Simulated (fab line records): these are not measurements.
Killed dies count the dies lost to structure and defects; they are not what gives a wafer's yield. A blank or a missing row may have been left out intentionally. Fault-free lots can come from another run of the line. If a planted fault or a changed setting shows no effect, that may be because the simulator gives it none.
Split-lot trial -- flow n5_finfet -- on a route of 1938 steps: 7 lots, 21 wafers read

ABOUT THE SPLIT
At N5_BEOL_M7_COAT_63 (time 60 s, resist thk 60 nm), the setting spin_rpm was moved away from the recipe's 1500 rpm on 7 of the 21 wafers read, by -10.0% to +6.1%. This setting was run at the recipe's value on the other wafers.

FROM THE SPLIT TO THE READING: what the file shows between them, 6 steps
- N5_BEOL_M7_COAT_64: time 60 s, resist thk 12 nm (also split here: spin_rpm)
- N5_BEOL_M7_COAT_71: time 60 s, resist thk 5 nm
- N5_BEOL_M7_COAT_22: resist thk 30 nm
- N5_BEOL_M7_DESCUM_33: chemistry O2, time 7 s
- N5_BEOL_M7_ETCH_72: etches underlayer in N2/H2, target depth 6.5 nm, time 5.2 s
- N5_BEOL_M7_ETCH_65: etches SiARC in CF4, target depth 15.6 nm, time 26 s

THE READING
etch.depth_nm (the simulator's own value, which no gauge read), in nm, at N5_BEOL_M7_ETCH_66 (etches SOC in N2/H2, target depth 80 nm, overetch 16 nm, time 120 s). The file does not state a usual value for it. Here, 14 wafers ran the recipe; their average is 59.98 nm with a standard deviation of 0.16 nm.

wafer,"tool, chamber at the split","spin_rpm as run, rpm",against the recipe,"etch.depth_nm, nm",against lot-mates on the recipe
L075.1,"litho_track-04, 0",1500,recipe,59.83,-
L075.2,"litho_track-04, 0",1500,recipe,59.9,-
L075.3,"litho_track-04, 0",1500,recipe,59.93,-
L076.1,"litho_track-03, 0",1500,recipe,60.04,-
L076.4,"litho_track-03, 0",1500,recipe,59.92,-
L076.5,"litho_track-03, 0",1500,recipe,60.05,-
L085.1,"litho_track-04, 0",1500,recipe,59.87,-
L085.3,"litho_track-04, 0",1350,-10.0%,63.24,+3.37
L085.6,"litho_track-04, 0",1350,-10.0%,63.2,+3.33
L087.1,"litho_track-03, 0",1500,recipe,59.75,-
L087.2,"litho_track-03, 0",1500,recipe,59.85,-
L087.3,"litho_track-03, 0",1391,-7.3%,62.2,+2.40
L089.4,"litho_track-01, 0",1500,recipe,59.98,-
L089.5,"litho_track-01, 0",1592,+6.1%,58.16,-1.82
L089.6,"litho_track-01, 0",1592,+6.1%,58.05,-1.93
L090.1,"litho_track-03, 0",1562,+4.1%,59.15,-1.27
L090.2,"litho_track-03, 0",1500,recipe,60.42,-
L090.5,"litho_track-03, 0",1562,+4.1%,59.24,-1.18
L091.3,"litho_track-04, 0",1500,recipe,60.12,-
L091.4,"litho_track-04, 0",1500,recipe,60.08,-
L091.5,"litho_track-04, 0",1500,recipe,59.98,-

FIT RESULTS
A straight line over all 21 wafers: etch.depth_nm changes by -0.304 nm for each +1% of spin_rpm; r = -0.99; the points scatter about the line by 0.21 nm.
The same after taking each lot's own level away (the mean of its wafers on the recipe; 21 wafers): -0.324 nm for each +1%; r = -1.00; scatter 0.071 nm.
That fit puts the effect of the largest move of spin_rpm on the reading at 3.2 nm.
From 59.800 to 60.420 nm: that is the span of the lots' own levels, equal to 3.9 times the standard deviation above.
The two slopes are in agreement: the lot-to-lot level therefore moves the slope only a little.
Check: +3.23 nm against its lot-mates is what the line predicts for one of the wafers moved furthest among these (-10.0%) when that wafer is left out of the fit. Against them it came out at +3.37 nm.

ADDITIONAL SPLITS CARRIED BY THESE WAFERS
Before the reading, these wafers also passed through other splits. Each is held against what the fit with the lots' levels taken away leaves over:
other split on the same wafers,wafers away from the commonest value,r with etch.depth_nm (lot level and that fit taken away)
N5_BEOL_M2_EXPOSE_25 dose_mj,2,-0.03
N5_BEOL_M3_DESCUM_33 time_s,9,-0.22
N5_BEOL_M3_VIA_ETCH_34 bias_w,6,-0.12
N5_BEOL_M5_COAT_66 spin_rpm,7,-0.27
N5_BEOL_M5_COAT_74 temp_c,8,-0.09
N5_BEOL_M6_HM_DEP_02 target_thk_a,6,-0.11
N5_BEOL_M7_COAT_64 spin_rpm,11,-0.36

THE WHOLE CHAIN: every reading that the file lists as answering this split, in the file's order
step,what it does,reading,change (the file's fit),r (the file's)
N5_BEOL_M7_COAT_63,"time 60 s, resist thk 60 nm","SOC_of_BEOL_M7_COAT_63.thk_nm (the simulator's own value, which no gauge read)",-0.328 nm for each +1% of the setting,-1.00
N5_BEOL_M7_ETCH_66,"etches SOC in N2/H2, target depth 80 nm, overetch 16 nm, time 120 s","etch.depth_nm (the simulator's own value, which no gauge read)",-0.326 nm for each +1% of the setting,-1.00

FILE'S OWN FIT
etch.depth_nm changes by -0.326 nm for each +1% of spin_rpm, r = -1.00.
